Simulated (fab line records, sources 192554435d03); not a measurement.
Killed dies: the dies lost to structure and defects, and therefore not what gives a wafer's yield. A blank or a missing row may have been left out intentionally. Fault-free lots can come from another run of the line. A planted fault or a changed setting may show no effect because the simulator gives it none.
What tool caused it? / flow n5Finfet / 29 wafers from 10 lots sampled at 2 of the route's 1938 steps

== WHAT EACH GAUGE READ, for each wafer ==
N5_BEOL_M7_INSPECT_30: inspects for defects (brightfield).
lot=L622; measured=day 10 18:45; on=defectInspect-01; rawDefectCount=363 338 398
lot=L624; measured=day 12 01:49; on=defectInspect-01; rawDefectCount=492 575 389
lot=L627; measured=day 12 06:14; on=defectInspect-01; rawDefectCount=236 429 355
lot=L628; measured=day 12 10:37; on=defectInspect-02; rawDefectCount=368 336 354
lot=L629; measured=day 12 20:22; on=defectInspect-02; rawDefectCount=357 503 338
lot=L637; measured=day 14 22:10; on=defectInspect-01; rawDefectCount=339 297 396
lot=L640; measured=day 14 22:07; on=defectInspect-01; rawDefectCount=315 406 422
lot=L638; measured=day 15 00:40; on=defectInspect-01; rawDefectCount=336 407
lot=L641; measured=day 16 04:19; on=defectInspect-02; rawDefectCount=401 514 378
lot=L642; measured=day 16 10:08; on=defectInspect-02; rawDefectCount=378 528 359

== TOOL THAT RAN EACH LOT (tool first, then ch and the chambers of the sampled wafers, then the start) ==
lot=L622; N5_BEOL_M7_ETCH_61=rieDiel-04 ch 0,1,3, day 10 17:17
lot=L624; N5_BEOL_M7_ETCH_61=rieDiel-06 ch 0,2, day 11 22:49
lot=L627; N5_BEOL_M7_ETCH_61=rieDiel-05 ch 0,1,2, day 12 04:57
lot=L628; N5_BEOL_M7_ETCH_61=rieDiel-05 ch 2,3, day 12 08:13
lot=L629; N5_BEOL_M7_ETCH_61=rieDiel-04 ch 0,3, day 12 16:26
lot=L637; N5_BEOL_M7_ETCH_61=rieDiel-06 ch 0,2, day 14 19:49
lot=L640; N5_BEOL_M7_ETCH_61=rieDiel-06 ch 0,2, day 14 21:13
lot=L638; N5_BEOL_M7_ETCH_61=rieDiel-05 ch 1, day 14 23:43
lot=L641; N5_BEOL_M7_ETCH_61=rieDiel-06 ch 0,3, day 16 01:52
lot=L642; N5_BEOL_M7_ETCH_61=rieDiel-06 ch 0,2,3, day 16 06:18
- N5_BEOL_M7_ETCH_61: etches SiARC in CF4, target depth 45.5 nm, time 75.8 s.

== THE ANSWER, worked out from the rows above alone ==
Rule: the lots themselves supply what counts as usual. The widest of any qualifying gaps counts: lots, ordered by their means at a reading, are off when they make up no more than a third of the lots, leave a main group of 4 or more, and stand apart from it by 3 or more times the standard deviation of that group's means. If all means in a main group match to the digits the tables above print for the reading, that group is not used. Also off: a lot with no number at a reading for which 4 or more lots have one. All remaining lots with rows at the step are treated as sound.
None of the lots is off at any reading shown; this tells nothing.

== WHAT WAS PUT IN BY THE SIMULATOR ==
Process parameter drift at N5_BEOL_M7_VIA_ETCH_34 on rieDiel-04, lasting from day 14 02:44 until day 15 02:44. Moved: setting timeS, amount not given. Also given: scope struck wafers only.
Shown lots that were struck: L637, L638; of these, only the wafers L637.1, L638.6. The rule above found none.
